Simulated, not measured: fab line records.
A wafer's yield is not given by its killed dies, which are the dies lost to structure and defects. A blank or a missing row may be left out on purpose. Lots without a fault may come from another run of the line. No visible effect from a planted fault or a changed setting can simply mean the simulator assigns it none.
A struck lot beside a sound one ; flow n5 finfet ; 15 steps out of a route of 1938
Sound: wafers L573.1, L573.2, L573.6. Wafers struck: L582.1, L582.3, L582.4. The cause comes at the end.
Per side, at each step with rows, come the tool, then ch with its chambers, and then its first start. Under that, the readings that differ: sound wafers ; struck wafers ; difference of the means ; sigmas: that difference in standard deviations of wafers without a fault.
alike: a reading whose means differ by less than 2 such deviations, as well as words and numbers matching on both sides. not compared: withheld readings; readings where some wafer has no value; bounds like >300 that might hide an equal value; numbers whose values overlap and for which the record gives no deviation.
A row with sigmas, a row that says differs or no value, or rows on one side alone: a step with any of these is where the two part. Numbers that have no deviation but don't overlap get no sigmas and don't part them. A reading missing from all wafers of one side parts the sides only when that side holds two or more wafers.

N5_GATE_CUT_VAPOR_ETCH_60: etches HfO2 in BCl3/Cl2.
  sound on rie metal-03 ch 0,1, day 7 18:45; struck on rie metal-02 ch 0,1, day 9 17:11
  alike: drypump motor current A, oes product au
then, 1 step without rows for these wafers: N5_GATE_CUT_ETCH_58 (etches SiNx in CH3F/O2, target depth 17 nm, time 128.6 s).
N5_GATE_CUT_STRIP_59: strips in N2/H2, time 20 s.
  sound on rie diel-01 ch 0,1, day 7 18:54; struck on rie diel-06 ch 1,2,3, day 9 17:20
  alike: drypump motor current A, oes product au, rf vpp V, showerhead plenum p Torr, throttle valve pct
  not compared: rf hours counter h
then, 2 steps without rows for these wafers: N5_GATE_CUT_PRECLEAN_31 (cleans in DIW, time 300 s); N5_GATE_CUT_SRD_32 (time 30 s).
N5_GATE_CUT_SAC_CAP_01: material SiNx, target thk 24 nm, pulse time 1 s, ald cycles 480.
  sound on ald sin-03 ch 2,3, day 7 19:07; struck on ald sin-04 ch 1,2,3, day 9 17:40
  alike: heater power w, precursor pulse height rel
N5_GATE_CUT_PECVD_57: deposits SiNx from SiH4/NH3/N2, target thk 21 nm.
  sound on pecvd-01 ch 0,1,2, day 7 21:19; struck on pecvd-02 ch 0,1,2, day 9 19:52
  alike: heater power w, showerhead plenum p Torr, throttle valve pct
N5_GATE_CUT_CMP_02: polishes, stops on SiO2, t overpolish 12.7 s, target thk 0 nm.
  sound on cmp-01 ch 0,1, day 7 21:23; struck on cmp-03 ch 0,1,2, day 9 20:13
  alike: motor current A, overpolish run s, time to endpoint s
then, 3 steps without rows for these wafers: N5_GATE_CUT_HM_DEP_46 (deposits SiO2 from TEOS/O2, target thk 130 nm, time 26.6 s); N5_GATE_CUT_COAT_34 (time 60 s, resist thk 60 nm); N5_GATE_CUT_COAT_35 (time 60 s, resist thk 10 nm).
N5_GATE_CUT_COAT_27: time 60 s, resist thk 10 nm.
  sound on litho track-03 ch 0, day 7 21:47; struck on litho track-03 ch 0, day 9 20:37
reading;sound;struck;difference;sigmas
plate temp C (C);204.73 204.94 205.16;203.06 203.27 203.02;-1.83;-12
  alike: heater power total W
then, 1 step without rows for these wafers: N5_GATE_CUT_COAT_07 (resist thk 30 nm).
-- record jumps: 3 days separate the struck wafers' starts on either side; left off in module GATE_CUT, taken up again in module BEOL_M4, whose first shown step is the route's number 1111 --
N5_BEOL_M4_RC_MEAS_101:
  sound on prober-01 ch 0, day 14 14:39; struck on prober-02 ch 0, day 12 23:58
  alike: DIBL_N, DIBL_P, IOFF_N, IOFF_P, ION_N, ION_P, SS_N, SS_P, VT_N, VT_P
-- a jump in the record: the struck wafers' starts before and after are 4 days apart (it breaks off in module BEOL_M4 and resumes in module PASSIVATION, where the first step shown is number 1936 of the route) --
N5_PASSIVATION_PROBE_49:
  struck on prober-02, day 17 08:40; sound on prober-02, day 19 10:06
  alike: defect limited yield, killed_at_M0_to_M3, killed_at_M4_up, killed at contacts, killed at front end, killed at other, killed dies, killed on rim, killed open, killed short, sort_bin_5_function, sort_bin_6_memory, sort n pass, sort yield pct

## WHERE THEY PART
Only at N5_GATE_CUT_COAT_27, as far as this record shows. Later steps at which nothing parts them and some readings are alike: N5_BEOL_M4_RC_MEAS_101, N5_PASSIVATION_PROBE_49.

WHY: what had been put in by the simulator
Drift in process parameters on litho track-03 at N5_GATE_CUT_COAT_27, starting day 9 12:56. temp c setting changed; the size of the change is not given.
